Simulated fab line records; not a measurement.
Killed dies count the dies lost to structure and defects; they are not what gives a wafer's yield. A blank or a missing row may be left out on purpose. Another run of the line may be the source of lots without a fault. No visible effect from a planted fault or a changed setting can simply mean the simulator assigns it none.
Chamber matching | flow nand harc | NHARC_P_CONTACT_ETCH_18 on rie diel-11 has 4 sister chambers
The step etches the open film in C4F8/O2/Ar, target depth 481 nm, time 240.5 s. 8 wafers are shown with their chamber, then 7 later ones without.

EACH WAFER AND ITS CHAMBER
wafer  | chamber | rf vpp V (V) | run length s (s)
L898.1 | 3       | 968          | 261.6
L898.6 | 0       | 972          | 262.1
L900.3 | 3       | 970          | 261.6
L901.5 | 0       | 974          | 262.0
L902.1 | 1       | 985          | 261.5
L902.5 | 2       | 973          | 262.9
L908.1 | 2       | 971          | 262.6
L908.2 | 1       | 985          | 261.7

WAFERS WITHOUT THEIR CHAMBER
wafer  | rf vpp V (V) | run length s (s)
L908.6 | 972          | 262.3
L911.2 | 985          | 261.2
L911.3 | 970          | 261.7
L911.5 | 971          | 261.9
L917.4 | 984          | 261.2
L918.4 | 972          | 262.2
L919.1 | 971          | 262.1

EACH ONE'S CHAMBER
wafer  | from the rows above     | in truth
L908.6 | can't be placed: 0 or 2 | 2
L911.2 | 1                       | 1
L911.3 | 3                       | 3
L911.5 | can't be placed: 0 or 3 | 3
L917.4 | 1                       | 1
L918.4 | 0                       | 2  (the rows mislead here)
L919.1 | 0                       | 0
Placed correctly: 4 of 7. These rows do not allow placing 2 (true chamber among the candidates in 2). Wrongly placed: 1.
How it was worked out, from the rows above alone: a wafer's distance from a chamber is the root of the sum, over the readings, of the square of ((its reading less the chamber's mean) divided by the reading's scatter). The wafer belongs to the nearest chamber; if the next one is less than 2 further off, it can't be placed. Each chamber's mean is taken over the wafers shown for it. The scatter is the square root of a quotient: the sum, over the shown wafers, of each reading's squared deviation from its chamber's mean, divided by wafers minus chambers.
